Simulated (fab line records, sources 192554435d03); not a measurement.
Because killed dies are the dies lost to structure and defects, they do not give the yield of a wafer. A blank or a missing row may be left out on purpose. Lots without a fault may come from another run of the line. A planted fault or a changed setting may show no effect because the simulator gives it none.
Matching of chambers | flow n5 finfet | N5_MOL_CONTACT_COAG_ETCH_110 on rie diel-05 has 4 sister chambers
The step etches Si in CF4/O2, target depth 2.5 nm, time 8 s. 18 wafers are shown with their chamber, then 9 later ones without.

WAFERS WITH THEIR CHAMBER
wafer  | chamber | throttle valve pct (%) | oes product au (a.u.) | showerhead plenum p Torr (Torr)
L074.2 | 3       | 10.74                  | 0.82                  | 2.26
L074.3 | 0       | 10.76                  | 0.84                  | 2.26
L074.6 | 0       | 10.76                  | 0.84                  | 2.26
L078.2 | 2       | 10.52                  | 0.88                  | 2.26
L078.5 | 2       | 10.53                  | 0.87                  | 2.26
L078.6 | 3       | 10.78                  | 0.80                  | 2.25
L080.1 | 2       | 10.55                  | 0.87                  | 2.26
L080.2 | 3       | 10.79                  | 0.81                  | 2.25
L080.6 | 3       | 10.80                  | 0.81                  | 2.25
L081.2 | 0       | 10.80                  | 0.82                  | 2.26
L081.3 | 3       | 10.81                  | 0.81                  | 2.25
L081.4 | 2       | 10.55                  | 0.88                  | 2.26
L085.3 | 1       | 10.91                  | 0.75                  | 2.23
L085.5 | 3       | 10.81                  | 0.79                  | 2.25
L085.6 | 2       | 10.58                  | 0.85                  | 2.25
L091.1 | 2       | 10.59                  | 0.85                  | 2.25
L091.2 | 1       | 10.96                  | 0.74                  | 2.22
L091.4 | 3       | 10.87                  | 0.79                  | 2.24

SIGNATURES, as means of the wafers listed above
reading                  | chamber 0 | chamber 1 | chamber 2 | chamber 3 | scatter within a chamber
throttle valve pct       | 10.7733   | 10.9350   | 10.5533   | 10.8000   | 0.033
oes product au           | 0.8333    | 0.7450    | 0.8667    | 0.8043    | 0.012
showerhead plenum p Torr | 2.2600    | 2.2250    | 2.2567    | 2.2500    | 0.00523
Rule: for each reading, subtract the chamber's mean from the wafer's reading, divide by that reading's scatter and square the result; add these up over the readings and take the root, which gives the wafer's distance from the chamber. The wafer belongs to the nearest chamber; if the next one is less than 2 further off, it can't be placed. The scatter: the root of (the sum of the squares of (reading less its chamber's mean) over the shown wafers, divided by (wafers less chambers)).

WAFERS WITH NO CHAMBER GIVEN
wafer  | throttle valve pct (%) | oes product au (a.u.) | showerhead plenum p Torr (Torr)
L093.4 | 10.63                  | 0.85                  | 2.25
L093.5 | 10.89                  | 0.79                  | 2.25
L093.6 | 10.97                  | 0.73                  | 2.22
L094.2 | 10.90                  | 0.79                  | 2.25
L094.4 | 10.99                  | 0.72                  | 2.22
L094.5 | 10.63                  | 0.84                  | 2.25
L097.1 | 10.64                  | 0.83                  | 2.25
L097.4 | 11.01                  | 0.73                  | 2.22
L097.6 | 10.64                  | 0.83                  | 2.25

THE CHAMBER EACH PASSED THROUGH
wafer  | from the rows above          | in truth
L093.4 | can't be placed: 2 or 0      | 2
L093.5 | 3                            | 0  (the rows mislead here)
L093.6 | 1                            | 1
L094.2 | 3                            | 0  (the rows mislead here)
L094.4 | 1                            | 1
L094.5 | can't be placed: 2 or 0      | 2
L097.1 | can't be placed: 2 or 0 or 3 | 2
L097.4 | 1                            | 1
L097.6 | can't be placed: 2 or 0 or 3 | 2
3 of 9 placed correctly. These rows do not allow placing 4 (true chamber among the candidates in 4). 2 placed wrongly.
